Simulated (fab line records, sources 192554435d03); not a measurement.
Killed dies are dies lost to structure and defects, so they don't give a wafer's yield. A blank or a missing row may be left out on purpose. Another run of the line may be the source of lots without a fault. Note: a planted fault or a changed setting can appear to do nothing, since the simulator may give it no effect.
Struck lot and sound lot, side by side    flow n5 finfet    41 out of 1938 route steps
Sound: these wafers, L689.2, L689.3, L689.6. Struck: wafer L683.3 (L683.2, L683.6, from the same lot, were not struck and are left out); the cause is given at the end.
Order at every step that has rows: each side's tool, ch and its chambers, its first start. Under that, the readings that differ: sound wafers    struck wafers    difference of the means    sigmas: that difference in standard deviations of wafers without a fault.
alike: readings with means less than 2 such deviations apart, plus words and numbers identical on both sides. not compared: withheld readings, readings lacking a value on some wafer, bounds such as >300 that could conceal the same value, and numbers that have no deviation in the record and whose values overlap.
A row with sigmas, a row that says differs or no value, or rows on one side alone: a step with any of these is where the two part. Numbers that don't overlap but have no deviation are shown without sigmas and don't part them. A reading missing from all wafers of one side parts the sides only when that side holds two or more wafers.

first, 11 steps without rows for these wafers: N5_BEOL_M2_DESCUM_33 (chemistry O2, time 7 s); N5_BEOL_M2_ETCH_77 (etches underlayer in N2/H2, target depth 6.5 nm, time 5.2 s); N5_BEOL_M2_ETCH_69 (etches SiARC in CF4, target depth 15.6 nm, time 26 s); N5_BEOL_M2_ALD_98 (deposits SiO2, target thk 2.5 nm, pulse time 1 s, co reactant pulse time 1 s); N5_BEOL_M2_ETCHBACK_99 (etches SiO2 in CHF3, target depth 5 nm, time 10.4 s); N5_BEOL_M2_ETCH_70 (etches SOC in N2/H2, target depth 80 nm, overetch 24 nm, time 130 s); N5_BEOL_M2_STRIP_71 (strips in N2/H2); N5_BEOL_M2_STRIP_78 (strips in N2/H2); N5_BEOL_M2_VIA_ETCH_34 (etches the open film in C4F6/O2, target depth 69.4 nm, time 65.9 s); N5_BEOL_M2_STRIP_83 (strips in C4F6/O2); N5_BEOL_M2_STRIP_36 (strips in N2/H2).
N5_BEOL_M2_TRENCH_ETCH_37: etches SiOC in C4F6/O2, target depth 55.555 nm, time 29.2 s.
  sound on rie diel-04 ch 1,2,3, day 11 18:16; struck on rie diel-01 ch 1, day 10 11:16
reading                              sound              struck  difference  sigmas
showerhead plenum p Torr (Torr)      2.75 2.73 2.75     2.90    +0.16       +2
model.etch.depth nm (nm)             57.58 54.11 56.98  54.05   -2.17       
model.BEOL_M2.feature depth nm (nm)  57.6 54.2 57       54      -2          
  alike: drypump motor current A, oes product au, rf vpp V, throttle valve pct
  not compared: rf hours counter h
then, 27 steps without rows for these wafers: N5_BEOL_M2_ETCH_41 (etches SiCN in CH3F/O2, target depth 29.9 nm, time 52.5 s); N5_BEOL_M2_STRIP_97 (strips in N2/H2, time 10 s); N5_BEOL_M2_HM_STRIP_39 (strips TiN in peroxide tin strip, target depth 25 nm, time 158 s); N5_BEOL_M2_SRD_40 (time 30 s); N5_BEOL_M2_PRECLEAN_42 (cleans in residue remover, time 60 s); N5_BEOL_M2_SRD_43 (time 30 s); N5_BEOL_M2_DEGAS_44 (time 60 s); N5_BEOL_M2_PRE_CLEAN_45 (time 30 s); N5_BEOL_M2_ALD_84 (deposits TaN, pulse time 2 s, purge time 3 s, co reactant purge time 2 s); N5_BEOL_M2_SURFACE_TREAT_85; N5_BEOL_M2_CVD_47 (deposits Co from CCTBA/H2, target thk 3 nm, time 223.8 s); N5_BEOL_M2_SPUTTER_48 (material Cu, target thk 4.5 nm, time 8.29 s); N5_BEOL_M2_ANNEAL_49 (time 240 s); N5_BEOL_M2_SPUTTER_79 (material Cu, target thk 4.5 nm, time 8.29 s); N5_BEOL_M2_ANNEAL_80 (time 240 s); N5_BEOL_M2_SPUTTER_81 (material Cu, target thk 4.5 nm, time 8.29 s); N5_BEOL_M2_ANNEAL_82 (time 240 s); N5_BEOL_M2_SPUTTER_86 (material Cu, target thk 4.5 nm, time 8.29 s); N5_BEOL_M2_ANNEAL_87 (time 240 s); N5_BEOL_M2_SPUTTER_88 (material Cu, target thk 4.5 nm, time 8.29 s); N5_BEOL_M2_ANNEAL_89 (time 240 s); N5_BEOL_M2_SPUTTER_90 (material Cu, target thk 4.5 nm, time 8.29 s); N5_BEOL_M2_ANNEAL_91 (time 240 s); N5_BEOL_M2_SPUTTER_92 (material Cu, target thk 4.5 nm, time 8.29 s); N5_BEOL_M2_ANNEAL_93 (time 240 s); N5_BEOL_M2_SPUTTER_94 (material Cu, target thk 4.5 nm, time 8.29 s); N5_BEOL_M2_ANNEAL_95 (time 240 s).
N5_BEOL_M2_CMP_52: polishes, stops on SiOC, t overpolish 6.8 s, target thk 40 nm.
  sound on cmp-01 ch 0,3, day 11 21:44; struck on cmp-03 ch 2, day 10 17:22
reading                 sound              struck  difference  sigmas
overpolish run s (s)    6.794 6.797 6.788  6.819   +0.026      +3
time to endpoint s (s)  64 52 50           64      +9          +2
  alike: barrier field endpoint s, clearing platen down force psi, motor current A
  not compared: model.Cu_of_BEOL_M2_ECD_50.thk nm
N5_BEOL_M4_RC_MEAS_101:
  sound on prober-02 ch 0, day 13 09:29; struck on prober-01 ch 0, day 11 22:25
  alike: DIBL_N, DIBL_P, IOFF_N, IOFF_P, ION_N, ION_P, SS_N, SS_P, VT_N, VT_P

## WHERE THEY PART
At N5_BEOL_M2_TRENCH_ETCH_37 first; at N5_BEOL_M2_CMP_52 last (within this record only). Later steps at which nothing parts them and some readings are alike: N5_BEOL_M4_RC_MEAS_101.

WHY: what the simulator had put in
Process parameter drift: rie diel-01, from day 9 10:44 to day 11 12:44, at N5_BEOL_M2_TRENCH_ETCH_37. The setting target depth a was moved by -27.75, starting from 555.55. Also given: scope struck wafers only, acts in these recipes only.
